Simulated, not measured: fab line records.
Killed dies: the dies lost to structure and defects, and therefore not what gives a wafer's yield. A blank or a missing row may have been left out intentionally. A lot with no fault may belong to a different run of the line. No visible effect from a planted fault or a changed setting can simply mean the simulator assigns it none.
Split-lot study / flow n5_finfet / 21 wafers read across 7 lots, on a route 1938 steps long

== ABOUT THE SPLIT ==
At N5_ZERO_LAYER_COAT_05 (resist thk 1000 nm), the setting spin_rpm was moved away from the recipe's 1500 rpm on 9 of the 21 wafers read, by -5.3% to +7.7%. This setting was run at the recipe's value on the other wafers.

== FROM THE SPLIT TO THE READING: what the file shows between them, 7 steps ==
- N5_ZERO_LAYER_EXPOSE_08: exposes mask ZERO, defocus 0 nm, target cd 2000 nm (also split here: dose_mj)
- N5_ZERO_LAYER_PEB_09
- N5_ZERO_LAYER_DEVELOP_10: develop time 60 s
- N5_ZERO_LAYER_HARDBAKE_23: time 120 s
- N5_ZERO_LAYER_CD_MEAS_11: target cd 2000 nm
- N5_ZERO_LAYER_DESCUM_16: chemistry O2, time 7.9 s
- N5_ZERO_LAYER_ETCH_17: etches SiO2 in CF4, target depth 12 nm, time 13.3 s

== THE READING ==
coat_of_ZERO_LAYER_COAT_05.thk_nm (the simulator's own value, which no gauge read), in nm, at N5_ZERO_LAYER_ETCH_18 (etches Si in HBr/Cl2, target depth 120 nm, time 40 s). The file does not state a usual value for it. Average 930.5 nm, standard deviation 4.2 nm, over the 12 wafers here run with the recipe.

wafer=L080.1; tool, chamber at the split=litho_track-02, 0; spin_rpm as run, rpm=1446; against the recipe=-3.6%; coat_of_ZERO_LAYER_COAT_05.thk_nm, nm=950.5; against lot-mates on the recipe=+14.4
wafer=L080.4; tool, chamber at the split=litho_track-02, 0; spin_rpm as run, rpm=1446; against the recipe=-3.6%; coat_of_ZERO_LAYER_COAT_05.thk_nm, nm=952.3; against lot-mates on the recipe=+16.2
wafer=L080.5; tool, chamber at the split=litho_track-02, 0; spin_rpm as run, rpm=1500; against the recipe=recipe; coat_of_ZERO_LAYER_COAT_05.thk_nm, nm=936.1; against lot-mates on the recipe=-
wafer=L083.3; tool, chamber at the split=litho_track-03, 0; spin_rpm as run, rpm=1616; against the recipe=+7.7%; coat_of_ZERO_LAYER_COAT_05.thk_nm, nm=888.8; against lot-mates on the recipe=-34.9
wafer=L083.4; tool, chamber at the split=litho_track-03, 0; spin_rpm as run, rpm=1616; against the recipe=+7.7%; coat_of_ZERO_LAYER_COAT_05.thk_nm, nm=889.2; against lot-mates on the recipe=-34.5
wafer=L083.6; tool, chamber at the split=litho_track-03, 0; spin_rpm as run, rpm=1500; against the recipe=recipe; coat_of_ZERO_LAYER_COAT_05.thk_nm, nm=923.7; against lot-mates on the recipe=-
wafer=L087.2; tool, chamber at the split=litho_track-05, 0; spin_rpm as run, rpm=1500; against the recipe=recipe; coat_of_ZERO_LAYER_COAT_05.thk_nm, nm=933.6; against lot-mates on the recipe=-
wafer=L087.3; tool, chamber at the split=litho_track-05, 0; spin_rpm as run, rpm=1500; against the recipe=recipe; coat_of_ZERO_LAYER_COAT_05.thk_nm, nm=935.3; against lot-mates on the recipe=-
wafer=L087.5; tool, chamber at the split=litho_track-05, 0; spin_rpm as run, rpm=1500; against the recipe=recipe; coat_of_ZERO_LAYER_COAT_05.thk_nm, nm=934; against lot-mates on the recipe=-
wafer=L091.2; tool, chamber at the split=litho_track-05, 0; spin_rpm as run, rpm=1548; against the recipe=+3.2%; coat_of_ZERO_LAYER_COAT_05.thk_nm, nm=915; against lot-mates on the recipe=-17.1
wafer=L091.5; tool, chamber at the split=litho_track-05, 0; spin_rpm as run, rpm=1500; against the recipe=recipe; coat_of_ZERO_LAYER_COAT_05.thk_nm, nm=934.1; against lot-mates on the recipe=-
wafer=L091.6; tool, chamber at the split=litho_track-05, 0; spin_rpm as run, rpm=1500; against the recipe=recipe; coat_of_ZERO_LAYER_COAT_05.thk_nm, nm=930.1; against lot-mates on the recipe=-
wafer=L095.3; tool, chamber at the split=litho_track-05, 0; spin_rpm as run, rpm=1500; against the recipe=recipe; coat_of_ZERO_LAYER_COAT_05.thk_nm, nm=930.7; against lot-mates on the recipe=-
wafer=L095.4; tool, chamber at the split=litho_track-05, 0; spin_rpm as run, rpm=1611; against the recipe=+7.4%; coat_of_ZERO_LAYER_COAT_05.thk_nm, nm=896.6; against lot-mates on the recipe=-34.1
wafer=L095.5; tool, chamber at the split=litho_track-05, 0; spin_rpm as run, rpm=1611; against the recipe=+7.4%; coat_of_ZERO_LAYER_COAT_05.thk_nm, nm=897.6; against lot-mates on the recipe=-33.1
wafer=L096.1; tool, chamber at the split=litho_track-05, 0; spin_rpm as run, rpm=1500; against the recipe=recipe; coat_of_ZERO_LAYER_COAT_05.thk_nm, nm=930.7; against lot-mates on the recipe=-
wafer=L096.3; tool, chamber at the split=litho_track-05, 0; spin_rpm as run, rpm=1500; against the recipe=recipe; coat_of_ZERO_LAYER_COAT_05.thk_nm, nm=928.9; against lot-mates on the recipe=-
wafer=L096.6; tool, chamber at the split=litho_track-05, 0; spin_rpm as run, rpm=1500; against the recipe=recipe; coat_of_ZERO_LAYER_COAT_05.thk_nm, nm=924.4; against lot-mates on the recipe=-
wafer=L097.4; tool, chamber at the split=litho_track-03, 0; spin_rpm as run, rpm=1421; against the recipe=-5.3%; coat_of_ZERO_LAYER_COAT_05.thk_nm, nm=952.5; against lot-mates on the recipe=+28.2
wafer=L097.5; tool, chamber at the split=litho_track-03, 0; spin_rpm as run, rpm=1500; against the recipe=recipe; coat_of_ZERO_LAYER_COAT_05.thk_nm, nm=924.3; against lot-mates on the recipe=-
wafer=L097.6; tool, chamber at the split=litho_track-03, 0; spin_rpm as run, rpm=1421; against the recipe=-5.3%; coat_of_ZERO_LAYER_COAT_05.thk_nm, nm=954.6; against lot-mates on the recipe=+30.3

THE FIT
A straight line over all 21 wafers: coat_of_ZERO_LAYER_COAT_05.thk_nm changes by -4.92 nm for each +1% of spin_rpm; r = -0.98; the points scatter about the line by 4 nm.
The same after taking each lot's own level away (the mean of its wafers on the recipe; 21 wafers): -4.72 nm for each +1%; r = -0.99; scatter 2.2 nm.
According to that fit, moving spin_rpm by its largest amount changes the reading by 37 nm.
The lots' own levels span 923.70 to 936.10 nm, that is 2.9 times the standard deviation above.
So the lot-to-lot level changes the slope little: the two slopes agree.
Check: -36.3 nm against its lot-mates is what the line predicts for one of the wafers moved furthest among these (+7.7%) when that wafer is left out of the fit. It came out at -34.9 nm against them.

== OTHER SPLITS APPLIED TO THESE WAFERS ==
Before the reading, these wafers also passed through other splits. Each is held against what the fit with the lots' levels taken away leaves over:
other split on the same wafers=N5_ZERO_LAYER_EXPOSE_08 dose_mj; wafers away from the commonest value=4; r with coat_of_ZERO_LAYER_COAT_05.thk_nm (lot level and that fit taken away)=+0.00

== THE WHOLE CHAIN: every reading that the file lists as answering this split, in the file's order ==
step=N5_ZERO_LAYER_COAT_05; what it does=resist thk 1000 nm; reading=coat_of_ZERO_LAYER_COAT_05.thk_nm (the simulator's own value, which no gauge read); change (the file's fit)=-4.79 nm for each +1% of the setting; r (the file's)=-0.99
step=N5_ZERO_LAYER_ETCH_18; what it does=etches Si in HBr/Cl2, target depth 120 nm, time 40 s; reading=coat_of_ZERO_LAYER_COAT_05.thk_nm (the simulator's own value, which no gauge read); change (the file's fit)=-4.72 nm for each +1% of the setting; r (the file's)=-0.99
step=N5_ZERO_LAYER_STRIP_24; what it does=strips in O2; reading=strip_time_to_endpoint_s; change (the file's fit)=withheld for each +1% of the setting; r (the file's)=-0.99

== FILE'S OWN FIT ==
coat_of_ZERO_LAYER_COAT_05.thk_nm changes by -4.72 nm for each +1% of spin_rpm, r = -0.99.
